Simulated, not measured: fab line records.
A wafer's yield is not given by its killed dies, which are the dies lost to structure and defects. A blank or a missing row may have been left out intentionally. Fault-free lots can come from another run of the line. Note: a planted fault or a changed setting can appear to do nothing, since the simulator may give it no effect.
Struck lot and sound lot, side by side + flow n5_finfet + 26 steps out of a route of 1938
Sound: the wafers L608.1, L608.5, L608.6. The struck wafers were L612.1, L612.2, L612.5. At the end, the cause is stated.
Order at every step that has rows: each side's tool, ch and its chambers, its first start. Under that, the readings that differ: sound wafers + struck wafers + difference of the means + sigmas: that difference in standard deviations of wafers without a fault.
alike: readings with means less than 2 such deviations apart, plus words and numbers identical on both sides. not compared: withheld readings, readings lacking a value on some wafer, bounds such as >300 that could conceal the same value, and numbers that have no deviation in the record and whose values overlap.
A row with sigmas, a row that says differs or no value, or rows on one side alone: a step with any of these is where the two part. When numbers do not overlap yet have no deviation, they are printed without sigmas and do not part them. Lack of a reading on every wafer of one side parts them only where that side has two or more wafers.

N5_BEOL_M12_SPUTTER_45: material Cu, target thk 80 nm, time 13.33 s.
  sound on pvd_sputter-03 at day 14 01:14; struck on pvd_sputter-02 at day 16 03:52
  alike: throttle_valve_pct
then, 1 step without rows for these wafers: N5_BEOL_M12_ECD_47 (material Cu, target thk 720 nm).
N5_BEOL_M12_ANNEAL_48: time 90 s.
  sound on rtp_anneal-02 ch 0, day 14 01:30; struck on rtp_anneal-02 ch 0, day 16 04:07
  alike: wafer_temp_C_max
N5_BEOL_M12_CMP_49: polishes, stops on SiOC, t overpolish 20.6 s, target thk 320 nm.
  sound on cmp-04 ch 0,3, day 14 01:51; struck on cmp-03 ch 2,3, day 16 04:25
| reading             | sound       | struck      | difference | sigmas |
|---------------------|-------------|-------------|------------|--------|
| motor_current_A (A) | 5.1 5.3 5.9 | 6.5 6.4 6.6 | +1.1       | +3     |
  alike: barrier_field_endpoint_s, overpolish_run_s
N5_BEOL_M12_THK_MEAS_50: measures by xrf.
  sound on film_metro-02 at day 14 02:07; struck on film_metro-01 at day 16 04:43
  alike: M12_THK
then, 2 steps without rows for these wafers: N5_BEOL_M12_PRE_CLEAN_52 (time 15 s); N5_BEOL_M12_DEP_53 (deposits SiCN from 3MS/NH3, target thk 30 nm, time 10.5 s).
N5_BEOL_M12_RS_MEAS_54: measures by four-point-probe.
  sound on film_metro-01 at day 14 02:14; struck on film_metro-01 at day 16 04:52
  alike: M12_RS
N5_BEOL_M12_INSPECT_55: inspects for defects (darkfield).
  sound on defect_inspect-01 at day 14 02:16; struck on defect_inspect-02 at day 16 04:53
  alike: raw_defect_count
then, 1 step without rows for these wafers: N5_BEOL_M13_ILD_DEP_00 (deposits SiOC from DEMS/O2, target thk 837.92 nm, time 166.4 s).
N5_BEOL_M13_THK_MEAS_01:
  sound on film_metro-01 at day 14 02:27; struck on film_metro-01 at day 16 05:05
  alike: M13_ILD_THK
then, 1 step without rows for these wafers: N5_BEOL_M13_COAT_58 (time 60 s, resist thk 89 nm).
N5_BEOL_M13_COAT_04: resist thk 400 nm.
  sound on litho_track-02 ch 0, day 14 02:29; struck on litho_track-05 ch 0, day 16 05:07
| reading                                    | sound                | struck               | difference | sigmas |
|--------------------------------------------|----------------------|----------------------|------------|--------|
| spin_speed_rpm (rpm)                       | 1624.4 1623.7 1626.0 | 1674.0 1676.4 1675.2 | +50.5      | +42    |
| model.coat_of_BEOL_M13_COAT_04.thk_nm (nm) | 398.6 400.8 398.6    | 396 395.8 395.8      | -3         |        |
then, 6 steps without rows for these wafers: N5_BEOL_M13_EBR_06; N5_BEOL_M13_SOFTBAKE_05 (time 60 s); N5_BEOL_M13_EXPOSE_07 (exposes mask V12); N5_BEOL_M13_PEB_08 (peb time 90 s); N5_BEOL_M13_DEVELOP_09 (develop time 45 s); N5_BEOL_M13_HARDBAKE_14 (time 120 s).
N5_BEOL_M13_CD_MEAS_10: target cd 190 nm.
  sound on cd_sem-03 ch 0, day 14 02:45; struck on cd_sem-03 ch 0, day 16 05:31
  alike: cd_nm
N5_BEOL_M13_OVL_MEAS_11:
  sound on overlay-02 ch 0, day 14 02:47; struck on overlay-01 ch 0, day 16 05:32
  alike: V12_OVL
N5_BEOL_M13_INSPECT_12: inspects for defects (macro).
  sound on defect_inspect-01 at day 14 02:49; struck on defect_inspect-02 at day 16 05:34
  alike: raw_defect_count
N5_BEOL_M13_DESCUM_15: chemistry O2, time 7.9 s.
  sound on rie_diel-02 ch 0,1,3, day 14 02:50; struck on rie_diel-02 ch 1,2,3, day 16 05:36
  alike: drypump_motor_current_A, oes_product_au, rf_vpp_V, showerhead_plenum_p_Torr, throttle_valve_pct
  not compared: rf_hours_counter_h
then, 1 step without rows for these wafers: N5_BEOL_M13_ETCH_59 (etches BARC in N2/H2, target depth 89 nm, overetch 26.7 nm, time 67.9 s).
N5_BEOL_M13_VIA_ETCH_16: etches SiOC in C4F8/O2/Ar, target depth 921.7 nm.
  sound on rie_diel-02 ch 0,1,3, day 14 02:56; struck on rie_diel-02 ch 1,2,3, day 16 05:41
  alike: drypump_motor_current_A, he_outer_torr, oes_product_au, rf_vpp_V, showerhead_plenum_p_Torr, throttle_valve_pct
  not compared: model.coat_of_BEOL_M13_COAT_04.thk_nm
N5_BEOL_M13_STRIP_63: strips in N2/H2.
  sound on plasma_asher-02 ch 0,1, day 14 03:10; struck on plasma_asher-01 ch 0,1, day 16 05:55
  alike: drypump_motor_current_A, heater_power_w, oes_product_au, strip_time_to_endpoint_s
  not compared: rf_hours_counter_h

WHERE THEY PART
First at N5_BEOL_M12_CMP_49; last, within this record, at N5_BEOL_M13_COAT_04. Later steps at which nothing parts them and some readings are alike: N5_BEOL_M13_CD_MEAS_10, N5_BEOL_M13_OVL_MEAS_11, N5_BEOL_M13_INSPECT_12, N5_BEOL_M13_DESCUM_15, N5_BEOL_M13_VIA_ETCH_16, N5_BEOL_M13_STRIP_63.

WHY: what the simulator had put in
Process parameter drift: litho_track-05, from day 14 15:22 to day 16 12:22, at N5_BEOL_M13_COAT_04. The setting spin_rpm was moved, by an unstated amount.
